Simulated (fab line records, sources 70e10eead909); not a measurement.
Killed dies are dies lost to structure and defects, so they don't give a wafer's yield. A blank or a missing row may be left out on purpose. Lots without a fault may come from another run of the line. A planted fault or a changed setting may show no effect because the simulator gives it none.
fab line records | flow nand_harc
record lots=13 wafers=36 last_day=33
route steps=1302 shown A_SLIT@942 A_WL_FILL@952 END@1302
lots that met no fault: from a run of the same line without faults
start_h: hours from the record's first day to the start of the lot's first wafer shown | wait_h: hours since the lot's step before | " the same as in the row above | L1.1+2: a row that stands for several wafers | - no value, or no start given | * or withheld: withheld | < > ~ a bound
route shown NAME@n: a module of which the file shows steps, and the number in the route of the first | usual: mean/standard deviation of fault-free wafers | same: alike in all rows | chamber/n: place in a boat | sites: the reading at each site | _std_site: their standard deviation | _edge_site: outer sites' mean less inner sites' | radius_mm: how far each site lies from the wafer's centre | mask NAME#n: copy n | behind: the tool/chamber that last shaped the wafer | hold: why the lot was held/for how many hours/how that ended | device: the transistor (n, p or np) that didn't switch | end of line: the same wafers' tests at the end of the route | a step without rows: its recipe alone | killed: dies lost to structure and defects at the first sort, not the wafer's yield | map: a wafer's dies, x killed, . not, _ none there
set.NAME: the setting as run; set.NAME@STEP: as run at that earlier step | model.NAME: the simulator's own value behind a step, which no gauge read
steps of the route over a sample of lots; a table a step, a row a wafer
services: from which hour (start_h, from the record's first day; less than 0 if before it) a tool's chamber was out of use, for how many hours, and why
## steps
# step NHARC_A_SLIT_ETCH_29
# recipe target_depth_a=1000 overetch_a=100 time_s=55 ion_energy_ev=100 cf4_flow_sccm=80 o2_flow_sccm=20 ar_flow_sccm=0 rf_w=300 bias_w=100 chemistry=CF4/O2
# usual cf4_flow_sccm=80.03/0.26 drypump_motor_current_A=5.8/0.43 oes_product_au=0.999/0.0091 rf_vpp_V=197.7/1.4 showerhead_plenum_p_Torr=1.33/0.057 throttle_valve_pct=13.398/0.0094
# columns lot.wafer tool chamber start_h wait_h cf4_flow_sccm drypump_motor_current_A oes_product_au rf_hours_counter_h rf_vpp_V showerhead_plenum_p_Torr throttle_valve_pct
L187.4 rie_diel-06 1 466.76 0.1 80.06 6.3 1.007 7.8 193.5 1.26 13.404
L187.6 " 1 " " 80.25 6.3 1.014 - 196.5 1.26 13.409
L187.5 " 2 " " 80.29 5.7 0.990 - 198.5 1.36 13.391
L189.4 rie_diel-10 1 478.98 0.1 80.00 5.6 1.003 3.2 196.3 1.27 13.404
L189.1 " 2 " " 80.05 6.1 1.003 2.0 198.1 1.37 13.396
L189.5 " 3 " " 79.95 5.4 1.005 - 198.6 1.37 13.397
L194.3 rie_diel-01 0 541.96 0.1 79.90 6.1 0.981 6.8 198.7 1.33 13.396
L194.1 " 1 " " 80.23 6.6 1.011 8.0 199.6 1.42 13.392
L196.3 rie_diel-01 3 551.03 0.1 80.39 5.0 0.992 7.3 198.5 1.35 13.383
L196.2 " 1 " " 80.26 6.6 1.006 8.2 199.7 1.42 13.398
L195.1 rie_diel-01 0 556.50 0.1 80.46 6.1 0.998 7.7 197.0 1.33 13.389
L195.6 " 0 " " 80.29 6.1 0.996 - 198.4 1.33 13.394
L199.1 rie_diel-01 2 601.45 0.1 80.30 5.6 1.005 3.6 198.0 1.39 13.402
L199.6 " 0 " " 79.44 6.1 0.994 - 198.5 1.33 13.410
L199.5 " 1 " " 80.10 6.6 0.994 - 200.4 1.42 13.407
L200.3 rie_diel-01 2 605.30 0.1 79.81 5.6 0.998 3.6 199.5 1.39 13.394
L200.6 " 3 " " 80.07 5.0 0.996 - 199.1 1.35 13.393
L200.5 " 0 " " 80.33 6.1 0.985 - 198.4 1.33 13.404
L202.2 rie_diel-06 1 619.28 0.1 79.98 6.2 1.002 8.0 194.6 1.25 13.382
L202.1 " 2 " " 80.30 5.7 0.997 8.4 198.5 1.36 13.397
L202.5 " 1 " " 79.51 6.3 0.995 - 196.3 1.25 13.379
L203.4 rie_diel-10 1 623.09 0.1 79.92 5.6 0.999 0.6 196.4 1.27 13.391
L203.2 " 2 " " 79.93 6.1 1.014 0.7 196.9 1.37 13.395
L203.5 " 1 " " 80.12 5.6 0.993 - 196.1 1.27 13.370
L204.1 rie_diel-06 1 631.56 0.1 80.09 6.2 0.994 9.0 197.4 1.25 13.401
L204.3 " 2 " " 80.46 5.7 1.009 9.5 198.5 1.36 13.400
L204.2 " 0 " " 80.38 5.7 1.006 8.8 199.1 1.32 13.416
L205.1 rie_diel-10 2 632.00 0.1 79.92 6.1 1.010 1.3 199.2 1.37 13.390
L205.4 " 3 " " 80.11 5.4 0.990 1.4 197.8 1.37 13.412
L205.6 " 2 " " 80.07 6.1 1.011 - 197.7 1.37 13.396
L206.4 rie_diel-01 1 653.38 0.1 79.52 6.5 0.990 6.9 199.0 1.42 13.396
L206.3 " 3 " " 80.00 5.0 1.013 5.4 198.4 1.35 13.403
L206.5 " 0 " " 80.09 6.1 0.999 - 198.7 1.33 13.398
L207.4 rie_diel-01 2 674.56 0.1 80.23 5.6 0.988 7.1 198.7 1.39 13.409
L207.2 " 3 " " 79.99 5.0 1.012 5.9 197.8 1.35 13.394
L207.6 " 1 " " 80.06 6.5 0.988 - 199.1 1.42 13.389
# step NHARC_A_SLIT_CD_MEAS_21
# usual cd_nm=289.5/0.72
# columns lot.wafer tool chamber start_h wait_h cd_nm
L187.4 cd_sem-01 - 467.31 - 289.6
L187.5 " - " " 289.4
L187.6 " - " " 290.0
L189.1 cd_sem-02 - 479.50 - 287.4
L189.4 " - " " 288.6
L189.5 " - " " 288.2
L194.1 cd_sem-03 - 542.50 - 289.3
L194.3 " - " " 290.8
L196.2 cd_sem-01 - 551.60 0.1 289.5
L196.3 " - " " 289.1
L195.1 cd_sem-03 - 557.03 - 289.1
L195.6 " - " " 289.2
L199.1 cd_sem-01 - 601.97 - 289.6
L199.5 " - " " 290.5
L199.6 " - " " 290.5
L200.3 cd_sem-01 - 605.83 - 289.4
L200.5 " - " " 289.8
L200.6 " - " " 290.2
L202.1 cd_sem-01 - 619.81 - 289.4
L202.2 " - " " 290.4
L202.5 " - " " 289.7
L203.2 cd_sem-01 - 623.66 0.1 289.1
L203.4 " - " " 289.8
L203.5 " - " " 289.7
L204.1 cd_sem-01 - 632.15 - 289.6
L204.2 " - " " 289.2
L204.3 " - " " 288.6
L205.1 cd_sem-03 - 632.58 0.1 288.5
L205.4 " - " " 288.9
L205.6 " - " " 288.7
L206.3 cd_sem-03 - 653.96 0.1 288.8
L206.4 " - " " 289.0
L206.5 " - " " 289.0
L207.2 cd_sem-01 - 675.09 - 289.8
L207.4 " - " " 290.1
L207.6 " - " " 290.0
# step NHARC_A_WL_FILL_ALD_00
# recipe target_thk_a=30 pulse_time_s=3 ald_cycles=30 temp_c=300 material=Al2O3
# usual ald_cycles=30/0 heater_power_w=486/55 precursor_pulse_height_rel=0.999/0.02 susceptor_temp_C=300.01/0.2
# same pulse_time_s=3
# columns lot.wafer tool chamber start_h wait_h ald_cycles heater_power_w precursor_pulse_height_rel susceptor_temp_C
L187.4 ald_hk-02 1 473.99 0.1 30 457 1.020 299.84
L187.6 " 1 " " 30 449 1.025 299.50
L187.5 " 2 " " 30 404 1.014 300.22
L189.4 ald_hk-02 3 486.77 0.1 30 399 0.990 300.08
L189.1 " 2 " " 30 412 0.984 300.07
L189.5 " 3 " " 30 398 0.923 299.93
L194.1 ald_hk-02 0 549.27 0.1 30 527 0.994 -
L194.3 " 1 " " 41 424 0.996 -
L196.2 ald_hk-02 1 558.38 0.1 30 428 0.975 299.87
L196.3 " 3 " " 41 415 1.025 299.72
L195.1 ald_hk-02 1 563.79 0.1 30 430 1.025 299.88
L195.6 " 0 " " 41 522 1.014 300.19
L199.1 ald_hk-04 2 608.68 0.2 30 566 0.996 299.89
L199.5 " 3 " " 30 545 0.999 299.97
L199.6 " 0 " " 30 481 0.983 300.08
L200.3 ald_hk-04 3 613.05 0.1 30 557 1.003 300.09
L200.5 " 3 " " 30 560 0.970 299.93
L200.6 " 0 " " 30 479 0.969 299.92
L202.2 ald_hk-04 1 627.90 1.5 30 491 1.011 300.20
L202.1 " 3 " " 30 557 1.001 299.84
L202.5 " 0 " " 30 468 1.010 300.06
L203.4 ald_hk-03 3 630.40 0.1 30 463 1.028 300.07
L203.2 " 2 " " 30 470 0.997 299.75
L203.5 " 0 " " 30 575 0.980 299.72
L205.4 ald_hk-03 0 638.80 0.1 30 569 0.989 300.01
L205.1 " 1 " " 30 515 0.966 300.06
L205.6 " 0 " " 30 591 1.004 300.24
L204.1 ald_hk-03 1 638.97 0.2 30 492 0.989 300.31
L204.2 " 2 " " 30 455 0.978 300.14
L204.3 " 0 " " 30 582 0.982 300.08
L206.3 ald_hk-04 0 660.75 0.2 30 473 1.001 300.03
L206.4 " 1 " " 30 493 1.009 300.07
L206.5 " 3 " " 30 547 1.012 300.02
L207.2 ald_hk-02 1 681.83 0.1 30 435 0.987 300.16
L207.4 " 2 " " 30 406 0.967 300.01
L207.6 " 1 " " 30 444 1.028 300.05
# step NHARC_A_WL_FILL_ETCHBACK_05
# recipe target_depth_a=220 time_s=60 temp_c=40 chemistry=Cl2/BCl3
# usual drypump_motor_current_A=6.0/0.63 he_backside_leak_sccm=3.24/0.24 oes_product_au=1.002/0.0082
# columns lot.wafer tool chamber start_h wait_h drypump_motor_current_A he_backside_leak_sccm oes_product_au rf_hours_counter_h
L187.4 rie_metal-02 0 475.55 0.2 6.1 3.18 0.988 -
L187.5 " 1 " " 6.0 3.36 0.990 -
L187.6 " 0 " " 6.1 3.22 0.990 -
L189.1 rie_metal-01 0 488.52 0.2 6.5 3.27 1.012 1.8
L189.4 " 1 " " 5.9 3.70 1.001 -
L189.5 " 1 " " 5.9 3.59 0.998 -
L194.1 rie_metal-02 1 550.78 0.2 6.0 3.20 0.991 1.2
L194.3 " 0 " " 6.0 3.62 1.002 -
L196.2 rie_metal-03 1 559.95 0.2 5.0 2.90 1.003 0.8
L196.3 " 0 " " 6.6 3.23 0.998 -
L195.1 rie_metal-02 0 565.32 0.2 6.1 3.01 1.002 1.4
L195.6 " 0 " " 6.1 3.09 0.997 -
L199.1 rie_metal-02 0 610.13 0.2 6.0 3.10 0.997 2.1
L199.5 " 0 " " 6.0 3.11 1.002 -
L199.6 " 1 " " 6.0 3.18 0.991 -
L200.3 rie_metal-01 0 614.76 0.2 6.5 4.85 1.018 -
L200.6 " 1 " " 5.9 3.58 1.004 -
L200.5 " 0 " " 6.5 3.14 1.015 -
L202.1 rie_metal-03 1 629.41 0.2 5.0 3.23 0.985 2.3
L202.2 " 0 " " 6.6 3.20 1.002 2.3
L202.5 " 0 " " 6.6 3.18 1.008 -
L203.2 rie_metal-01 1 631.94 0.2 5.9 3.50 1.014 1.0
L203.4 " 0 " " 6.5 3.17 1.015 -
L203.5 " 1 " " 5.9 3.36 1.008 -
L205.1 rie_metal-03 0 640.40 0.2 6.5 3.20 1.000 2.6
L205.4 " 1 " " 4.9 3.21 0.991 -
L205.6 " 1 " " 4.9 3.02 1.001 -
L204.2 rie_metal-03 1 640.71 0.2 5.0 3.05 1.001 2.8
L204.1 " 0 " " 6.6 3.38 1.011 2.8
L204.3 " 0 " " 6.6 3.31 1.000 -
L206.3 rie_metal-03 0 662.46 0.1 6.6 3.13 0.988 -
L206.4 " 1 " " 5.0 3.21 0.986 -
L206.5 " 1 " " 5.0 2.93 0.986 -
L207.2 rie_metal-03 1 683.33 0.2 5.0 3.06 0.996 3.9
L207.4 " 1 " " 4.9 2.89 0.998 -
L207.6 " 1 " " 5.0 3.18 1.001 -
# step NHARC_END_SORT_01
# recipe temp_c=25
# usual killed_at_array=56/19 killed_at_other=0.8/1.1 killed_at_periphery=3.4/2.5 killed_dies=60/19 killed_open=2.9/1.7 killed_short=2.4/1.6
# same gross_dies=677
# columns lot.wafer tool chamber start_h wait_h killed_at_array killed_at_other killed_at_periphery killed_dies killed_open killed_short
L204.1 prober-02 0 737.94 2.5 61 0 2 63 3 3
L204.2 prober-02 0 738.74 2.8 75 0 5 80 1 2
L204.3 prober-02 0 739.54 3.1 81 4 3 88 3 4
L205.1 prober-01 0 743.05 2.5 44 1 3 48 3 4
L205.4 prober-01 0 745.43 3.4 42 1 2 45 1 3
L205.6 prober-01 0 747.02 4.0 36 1 1 38 3 1
# killed by level:class
L204.1 A_SLIT:chamber_film_flake=23 A_CHANNEL_HOLE_D2:chamber_film_flake=17 A_CHANNEL_HOLE_D1:chamber_film_flake=6 A_CONTACT:chamber_film_flake=4 A_STAIRCASE:chamber_film_flake=3 A_WL_FILL:geometric_particle:open=2 A_BONDPAD:chamber_film_flake=2 P_GATE:geometric_particle:open=1
L204.2 A_SLIT:chamber_film_flake=29 A_CHANNEL_HOLE_D2:chamber_film_flake=18 A_CHANNEL_HOLE_D1:chamber_film_flake=15 A_CONTACT:chamber_film_flake=7 A_STAIRCASE:chamber_film_flake=4 P_BONDPAD:chamber_film_flake=2 P_M0:geometric_particle:open=1 P_M0:geometric_particle:short=1
L204.3 A_SLIT:chamber_film_flake=28 A_CHANNEL_HOLE_D2:chamber_film_flake=27 A_CHANNEL_HOLE_D1:chamber_film_flake=11 A_CONTACT:chamber_film_flake=5 THIN_TSV:chamber_film_flake=4 A_SGD_CUT:geometric_particle:short=2 P_BONDPAD:chamber_film_flake=2 A_BONDPAD:chamber_film_flake=2
L205.1 A_CHANNEL_HOLE_D1:chamber_film_flake=21 A_SLIT:chamber_film_flake=5 A_BONDPAD:chamber_film_flake=4 A_ZERO_WELL:chamber_film_flake=3 A_STAIRCASE:chamber_film_flake=3 P_M1:chamber_film_flake=2 P_GATE:geometric_particle:open=1 A_SOURCE_PLATE:geometric_particle:open=1
L205.4 A_CHANNEL_HOLE_D1:chamber_film_flake=25 A_SLIT:chamber_film_flake=6 A_WL_FILL:chamber_film_flake=4 A_M0:geometric_particle:short=2 A_CONTACT:chamber_film_flake=2 A_SOURCE_PLATE:geometric_particle:short=1 A_ONON_D2:geometric_particle:open=1 P_GATE:chamber_film_flake=1
L205.6 A_CHANNEL_HOLE_D1:chamber_film_flake=24 A_SLIT:chamber_film_flake=5 A_STAIRCASE:chamber_film_flake=3 A_CHANNEL_FILL_D2:geometric_particle:open=2 P_CONTACT:geometric_particle:short=1 A_BLC:geometric_particle:open=1 A_BONDPAD:chamber_film_flake=1 THIN_TSV:chamber_film_flake=1
## services
# columns tool chamber start_h hours kind
rie_metal-02 - 454.12 9.0 pm
rie_diel-10 2 457.18 5.0 repair
rie_metal-02 - 473.04 1.0 repair
rie_diel-06 - 484.20 9.0 pm
rie_metal-02 1 504.99 5.8 repair
rie_diel-01 2 512.79 9.8 repair
rie_metal-03 - 519.00 9.0 pm
ald_hk-02 - 527.99 10.0 pm
rie_metal-02 0 532.40 7.6 repair
rie_diel-10 0 548.78 4.7 repair
rie_diel-10 2 555.18 27.8 repair
rie_diel-01 - 557.80 9.0 pm
rie_metal-01 - 575.00 9.0 pm
rie_diel-01 3 576.73 5.4 repair
ald_hk-03 - 583.19 10.0 pm
rie_diel-01 - 595.25 0.5 repair
rie_diel-10 - 596.52 9.0 pm
rie_diel-01 0 610.90 3.2 repair
ald_hk-04 - 613.21 10.0 pm
rie_diel-06 3 627.40 37.9 repair
rie_metal-02 - 631.12 9.0 pm
rie_metal-03 0 632.60 1.0 repair
rie_metal-01 - 640.38 44.4 repair
rie_metal-02 0 682.68 5.7 repair
## key
first_sign step=NHARC_A_WL_FILL_ALD_00 reading=ald_cycles direction=up sigmas=99+ usual=30 struck=41
effect none on later readings
met_at NHARC_A_WL_FILL_ALD_00
struck_lots L194,L195,L196
struck_wafers L194.3,L195.6,L196.3
tester_left_out L194,L195,L196
not_acting_at NHARC_A_SLIT_ETCH_29,NHARC_A_SLIT_CD_MEAS_21,NHARC_A_WL_FILL_ETCHBACK_05
onset_between 486.77 549.27
fault kind=process_parameter_drift tool=ald_hk-02 chamber=- onset_h=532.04 steps=NHARC_A_WL_FILL_ALD_00 channel=ald_cycles offset=11 shape=step end_h=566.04 scope=struck_wafers_only acts_in=these_recipes_only stated=30
# tester_left_out: of these lots the tester's yield and bins aren't shown, on N5 and GAA mostly nor the transistor test; their killed dies are dies lost to structure and defects alone, not to doping, threshold or leakage, so they don't give the yield
